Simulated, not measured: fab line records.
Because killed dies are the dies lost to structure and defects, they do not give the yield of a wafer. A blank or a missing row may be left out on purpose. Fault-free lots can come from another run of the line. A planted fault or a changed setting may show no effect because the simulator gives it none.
Matching of chambers	flow n5_finfet	4 sister chambers for N5_BEOL_M2_ETCH_70 on rie_diel-05
The step etches SOC in N2/H2, target depth 80 nm, overetch 24 nm, time 130 s. 20 wafers are shown with their chamber, then 10 later ones without.

== WAFERS WITH THEIR CHAMBER ==
wafer	chamber	drypump_motor_current_A (A)	showerhead_plenum_p_Torr (Torr)	throttle_valve_pct (%)
L074.2	2	6.3	2.46	17.76
L074.3	3	5.9	2.71	17.77
L074.5	1	6.5	2.38	17.86
L076.1	3	6.0	2.71	17.79
L076.2	1	6.5	2.38	17.87
L076.5	3	6.0	2.71	17.77
L078.1	1	6.5	2.38	17.89
L078.3	3	6.0	2.70	17.77
L078.5	3	5.9	2.70	17.79
L081.1	3	6.0	2.70	17.79
L081.2	2	6.3	2.45	17.77
L081.6	0	5.8	2.48	17.49
L082.1	0	5.8	2.48	17.51
L082.4	3	6.0	2.70	17.79
L082.6	2	6.3	2.45	17.75
L085.1	0	5.8	2.47	17.52
L085.4	2	6.2	2.44	17.80
L085.5	2	6.3	2.44	17.79
L088.1	3	6.0	2.69	17.83
L088.2	1	6.5	2.69	17.56

SIGNATURES, as means of the wafers listed above
reading	chamber 0	chamber 1	chamber 2	chamber 3	scatter within a chamber
drypump_motor_current_A	5.800	6.500	6.280	5.975	0.0379
showerhead_plenum_p_Torr	2.4767	2.4575	2.4480	2.7025	0.0674
throttle_valve_pct	17.5067	17.7950	17.7740	17.7875	0.0703
Rule: a wafer's distance from a chamber is the root of the sum, over the readings, of the square of ((its reading less the chamber's mean) divided by the reading's scatter). The wafer belongs to the nearest chamber; if the next one is less than 2 further off, it can't be placed. The scatter: take each reading less its chamber's mean, square it, sum over the shown wafers, divide by the number of wafers less the number of chambers, and take the root.

== WAFERS MISSING THEIR CHAMBER ==
wafer	drypump_motor_current_A (A)	showerhead_plenum_p_Torr (Torr)	throttle_valve_pct (%)
L088.4	5.8	2.47	17.54
L093.1	5.8	2.46	17.55
L093.2	6.5	2.69	17.57
L093.3	6.0	2.69	17.84
L092.2	5.9	2.69	17.85
L092.4	5.8	2.46	17.56
L092.6	5.8	2.46	17.56
L097.2	5.9	2.68	17.86
L097.4	6.5	2.68	17.60
L097.6	5.8	2.46	17.58

== EACH ONE'S CHAMBER ==
wafer	from the rows above	in truth
L088.4	0	0
L093.1	0	0
L093.2	1	1
L093.3	3	3
L092.2	3	3
L092.4	0	0
L092.6	0	0
L097.2	3	3
L097.4	1	1
L097.6	0	0
10 of 10 placed correctly. Number that these rows cannot place: 0. 0 placed wrongly.
